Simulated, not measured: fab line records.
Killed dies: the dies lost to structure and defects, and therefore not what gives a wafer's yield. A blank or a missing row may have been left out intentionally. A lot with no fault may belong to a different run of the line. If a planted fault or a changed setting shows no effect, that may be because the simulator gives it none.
A lot that was struck, set against a sound lot    flow n5_finfet    26 out of 1938 route steps
Sound: these wafers, L387.2, L387.4, L387.5. The struck wafers were L399.1, L399.4, L399.6. The cause comes at the end.
Each step with rows lists, per side, the tool, then ch with its chambers, then its first start. Under that, the readings that differ: sound wafers    struck wafers    difference of the means    sigmas: that difference in standard deviations of wafers without a fault.
alike: readings with means less than 2 such deviations apart, plus words and numbers identical on both sides. not compared: withheld readings, readings lacking a value on some wafer, bounds such as >300 that could conceal the same value, and numbers that have no deviation in the record and whose values overlap.
The two part at a step that has a row with sigmas, a row that says differs or no value, or rows on one side only. Non-overlapping numbers with no deviation appear without sigmas and do not part them. A reading that every wafer of one side lacks parts them only if that side has two wafers or more.

first, 9 steps without rows for these wafers: N5_FIN_SAQP_COAT_49 (time 60 s, resist thk 100 nm); N5_FIN_SAQP_COAT_50 (time 60 s, resist thk 35 nm); N5_FIN_SAQP_COAT_10 (resist thk 90 nm); N5_FIN_SAQP_EBR_12; N5_FIN_SAQP_SOFTBAKE_11 (time 60 s); N5_FIN_SAQP_EXPOSE_13 (exposes mask FIN CORE, target cd 35.6 nm); N5_FIN_SAQP_PEB_14 (peb time 60 s); N5_FIN_SAQP_DEVELOP_15 (develop time 30 s); N5_FIN_SAQP_DESCUM_21 (chemistry O2, time 7.9 s).
N5_FIN_SAQP_ETCH_51: etches SiARC in CF4, target depth 45.5 nm, time 75.8 s.
  sound on rie_diel-05 ch 0,3, day 2 03:47; struck on rie_diel-05 ch 1,2,3, day 5 04:33
  no value came back on the struck wafers for any of 8 readings (bias_w (W), cf4_flow_sccm (sccm) and others); on the sound wafers bias_w (W) reads 36.11 36.06 36.15
reading                                        sound            struck            difference  sigmas
model.CAR-ArF_of_FIN_SAQP_COAT_10.thk_nm (nm)  51.1 50.89 51.3  83.52 83.3 83.19  +32.24      
  not compared: rf_hours_counter_h
N5_FIN_SAQP_ETCH_52: etches SOC in N2/H2, target depth 100 nm, overetch 20 nm, time 150 s.
  sound on rie_diel-05 ch 0,3, day 2 03:52; struck on rie_diel-05 ch 1,2,3, day 5 04:37
reading                sound           struck          difference  sigmas
oes_product_au (a.u.)  0.76 0.61 0.75  0.35 0.25 0.30  -0.41       -6
  alike: bias_w, chamber_pressure_mTorr, drypump_motor_current_A, rf_vpp_V, showerhead_plenum_p_Torr, throttle_valve_pct
  not compared: rf_hours_counter_h
then, 1 step without rows for these wafers: N5_FIN_SAQP_STRIP_53 (strips in N2/H2).
N5_FIN_SAQP_HM_OPEN_73: chemistry CHF3/O2, target SiO2, stops on a-Si, target depth 12 nm, time 16.8 s.
  sound on rie_diel-05 ch 0,3, day 2 04:02; struck on rie_diel-05 ch 1,2,3, day 5 04:43
reading                sound           struck          difference  sigmas
oes_product_au (a.u.)  0.50 0.41 0.51  0.34 0.25 0.29  -0.18       -4
  alike: drypump_motor_current_A, oes_o_777_au, rf_vpp_V, showerhead_plenum_p_Torr, throttle_valve_pct
  not compared: rf_hours_counter_h
then, 1 step without rows for these wafers: N5_FIN_SAQP_STRIP_74 (strips in CHF3/O2).
N5_FIN_SAQP_MANDREL_ETCH_22: etches a-Si in HBr/Cl2, stops on SiNx, target depth 60 nm, bt time 10 s, time 30 s.
  sound on rie_si-01 ch 0,2,3, day 2 04:08; struck on rie_si-04 ch 0,1,3, day 5 04:48
reading                 sound              struck             difference  sigmas
oes_product_au (a.u.)   0.754 0.765 0.796  0.300 0.295 0.306  -0.471      -36
throttle_valve_pct (%)  35.3 35.6 34.7     36.5 36.5 36.8     +1.4        +4
  alike: HBr_flow_sccm, bias_w, drypump_motor_current_A
  not compared: rf_hours_counter_h
then, 5 steps without rows for these wafers: N5_FIN_SAQP_STRIP_55 (strips in N2/H2); N5_FIN_SAQP_STRIP_23 (strips in SPM, time 750 s); N5_FIN_SAQP_SRD_66 (time 30 s); N5_FIN_SAQP_RECESS_75 (chemistry HF/NH3, target SiO2, target depth 14.4 nm, afs cycles 3, sublimation time 60 s); N5_FIN_SAQP_SPACER1_ALD_24 (deposits SiO2, target thk 20.3 nm, pulse time 1 s, purge time 2 s).
N5_FIN_SAQP_SPACER1_ETCHBACK_25: etches SiO2 in CHF3/O2, target depth 24.4 nm, time 12.2 s.
  sound on rie_diel-05 ch 1,3, day 2 06:02; struck on rie_diel-01 ch 1,2, day 5 06:19
reading                sound           struck          difference  sigmas
oes_product_au (a.u.)  0.67 0.67 0.96  0.28 0.27 0.27  -0.49       -6
  alike: drypump_motor_current_A, oes_o_777_au, rf_vpp_V, showerhead_plenum_p_Torr, throttle_valve_pct
  not compared: rf_hours_counter_h
N5_FIN_SAQP_MANDREL1_REMOVE_56: chemistry HBr/Cl2/O2, target a-Si, stops on SiNx, bt time 10 s.
  sound on rie_si-04 ch 0,3, day 2 06:08; struck on rie_si-02 ch 0,2, day 5 06:25
reading                sound              struck             difference  sigmas
oes_product_au (a.u.)  0.997 0.990 1.000  0.378 0.378 0.378  -0.618      -39
  alike: drypump_motor_current_A, oes_o_777_au, throttle_valve_pct
  not compared: rf_hours_counter_h
N5_FIN_SAQP_CD_MEAS_27: target cd 20 nm.
  sound on cd_sem-03 ch 0, day 2 06:14; struck on cd_sem-01 ch 0, day 5 06:31
reading     sound              struck  difference                     sigmas
cd_nm (nm)  20.53 20.38 20.37  - - -   no value on the struck wafers  
then, 1 step without rows for these wafers: N5_FIN_SAQP_ETCH_57 (etches SiNx in CH3F/O2, target depth 32.5 nm, time 46.4 s).
N5_BEOL_M4_RC_MEAS_101:
  the record has rows for the sound wafers here (prober-02 ch 0, day 10 12:13) and none for the struck ones
-- the record jumps here: 14 days lie between the struck wafers' starts before and after (it left off in module BEOL_M4 and takes up again in module PASSIVATION, whose first step shown is number 1936 of the route) --
N5_PASSIVATION_PROBE_49:
  struck on prober-02, day 19 00:02; sound on prober-01, day 14 23:33
reading                   sound           struck          difference  sigmas
defect_limited_yield (%)  90.6 89.6 91.4  0 0 0           -91         -65
killed_at_front_end       55 53 59        1123 1113 1127  +1065       +97
killed_dies               111 123 102     1180 1180 1180  +1068       +63
killed_on_rim             15 15 13        152 152 152     +138        +35
sort_bin_5_function (%)   5.6 5.9 5.8     96.2 96.5 97.0  +90.8       +91
sort_n_pass               1069 1057 1078  0 0 0           -1068       -56
sort_yield_pct (%)        90.6 89.6 91.4  0 0 0           -91         -57
  alike: killed_at_M0_to_M3, killed_at_M4_up, killed_at_contacts, killed_at_other, killed_open, killed_short, sort_bin_6_memory

WHERE THEY PART
At N5_FIN_SAQP_ETCH_51 first; at N5_PASSIVATION_PROBE_49 last (within this record only).

WHY: what had been put in by the simulator
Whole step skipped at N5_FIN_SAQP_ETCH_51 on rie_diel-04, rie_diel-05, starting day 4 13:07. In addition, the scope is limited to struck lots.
